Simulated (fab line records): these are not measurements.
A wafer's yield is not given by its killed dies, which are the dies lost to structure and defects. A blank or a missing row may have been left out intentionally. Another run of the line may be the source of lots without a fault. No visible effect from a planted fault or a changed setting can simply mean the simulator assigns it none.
Struck lot and sound lot, side by side | flow n5_finfet | 26 out of 1938 route steps
Sound: the wafers L458.3, L458.4, L458.5. The struck wafers were L467.1, L467.2, L467.3. At the end, the cause is stated.
Per side, at each step with rows, come the tool, then ch with its chambers, and then its first start. Under that, the readings that differ: sound wafers | struck wafers | difference of the means | sigmas: that difference in standard deviations of wafers without a fault.
alike: a reading whose means differ by less than 2 such deviations, as well as words and numbers matching on both sides. not compared: withheld readings; readings where some wafer has no value; bounds like >300 that might hide an equal value; numbers whose values overlap and for which the record gives no deviation.
The two part at a step that has a row with sigmas, a row that says differs or no value, or rows on one side only. Numbers that don't overlap but have no deviation are shown without sigmas and don't part them. Lack of a reading on every wafer of one side parts them only where that side has two or more wafers.

first, 8 steps without rows for these wafers: N5_BEOL_M9_DEVELOP_10 (develop time 30 s); N5_BEOL_M9_DESCUM_16 (chemistry O2, time 7.9 s); N5_BEOL_M9_ETCH_61 (etches SiARC in CF4, target depth 39 nm, time 65 s); N5_BEOL_M9_ETCH_62 (etches SOC in N2/H2, target depth 110 nm, overetch 22 nm, time 165 s); N5_BEOL_M9_STRIP_68 (strips in N2/H2); N5_BEOL_M9_STRIP_67 (strips in CF4); N5_BEOL_M9_HM_OPEN_17 (chemistry Cl2/BCl3, target TiN, target depth 20 nm, overetch 6 nm); N5_BEOL_M9_STRIP_19 (strips in O2).
N5_BEOL_M9_COAT_63: time 60 s, resist thk 60 nm.
  sound on litho_track-02 ch 0, day 11 15:29; struck on litho_track-02 ch 0, day 14 07:56
  reading                                  | sound                | struck               | difference | sigmas
  spin_speed_rpm (rpm)                     | 1498.9 1499.6 1498.8 | 1592.6 1593.5 1594.4 | +94.4      | +99 or more
  model.SOC_of_BEOL_M9_COAT_63.thk_nm (nm) | 59.8 59.6 59.6       | 58 58 58.2           | -2         |
  alike: heater_power_total_W
then, 11 steps without rows for these wafers: N5_BEOL_M9_COAT_64 (time 60 s, resist thk 12 nm); N5_BEOL_M9_COAT_75 (time 60 s, resist thk 5 nm); N5_BEOL_M9_COAT_22 (resist thk 30 nm); N5_BEOL_M9_EBR_24; N5_BEOL_M9_SOFTBAKE_23 (time 60 s); N5_BEOL_M9_EXPOSE_25 (exposes mask V8); N5_BEOL_M9_PEB_26 (peb time 60 s); N5_BEOL_M9_DEVELOP_27 (develop time 30 s); N5_BEOL_M9_DESCUM_33 (chemistry O2, time 7 s); N5_BEOL_M9_ETCH_76 (etches underlayer in N2/H2, target depth 6.5 nm, time 5.2 s); N5_BEOL_M9_ETCH_65 (etches SiARC in CF4, target depth 15.6 nm, time 26 s).
N5_BEOL_M9_ETCH_66: etches SOC in N2/H2, target depth 80 nm, overetch 16 nm, time 120 s.
  sound on rie_diel-03 ch 0,1,2, day 11 16:04; struck on rie_diel-03 ch 1,2,3, day 14 08:24
  reading                  | sound             | struck            | difference | sigmas
  model.etch.depth_nm (nm) | 59.76 59.62 59.67 | 58.09 58.09 58.17 | -1.57      |
  alike: drypump_motor_current_A, oes_product_au, rf_vpp_V, showerhead_plenum_p_Torr, throttle_valve_pct
  not compared: rf_hours_counter_h
then, 2 steps without rows for these wafers: N5_BEOL_M9_STRIP_69 (strips in N2/H2); N5_BEOL_M9_STRIP_77 (strips in N2/H2).
N5_BEOL_M9_VIA_ETCH_34: etches SiCOH lowk in C4F6/O2, target depth 182.4 nm, time 68.4 s.
  sound on rie_diel-03 ch 0,1,2, day 11 16:10; struck on rie_diel-03 ch 1,2,3, day 14 08:30
  reading                                  | sound          | struck       | difference | sigmas
  model.SOC_of_BEOL_M9_COAT_63.thk_nm (nm) | 50.6 50.8 50.4 | 48.8 48.8 49 | -1.7       |
  alike: drypump_motor_current_A, oes_o_777_au, oes_product_au, rf_vpp_V, showerhead_plenum_p_Torr, throttle_valve_pct
  not compared: rf_hours_counter_h
then, 1 step without rows for these wafers: N5_BEOL_M9_STRIP_73 (strips in C4F6/O2).
-- record jumps: 3 days separate the struck wafers' starts on either side; left off in module BEOL_M9, taken up again in module PASSIVATION, whose first shown step is the route's number 1936 --
N5_PASSIVATION_PROBE_49:
  struck on prober-01, day 17 05:01; sound on prober-02, day 14 10:56
  reading              | sound       | struck   | difference | sigmas
  killed_at_contacts   | 36 29 38    | 13 9 15  | -22        | -3
  sort_bin_8_speed (%) | 0.42 0 0.08 | 0 0 0.17 | +0         | -2
  alike: defect_limited_yield, killed_at_M0_to_M3, killed_at_M4_up, killed_at_front_end, killed_at_other, killed_dies, killed_open, killed_short, sort_bin_5_function, sort_bin_6_memory, sort_n_pass

## WHERE THEY PART
Last at N5_PASSIVATION_PROBE_49 as far as this record goes, first at N5_BEOL_M9_COAT_63.

WHY: what had been put in by the simulator
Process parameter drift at N5_BEOL_M9_COAT_63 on litho_track-02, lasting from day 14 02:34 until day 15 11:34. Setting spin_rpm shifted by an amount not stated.
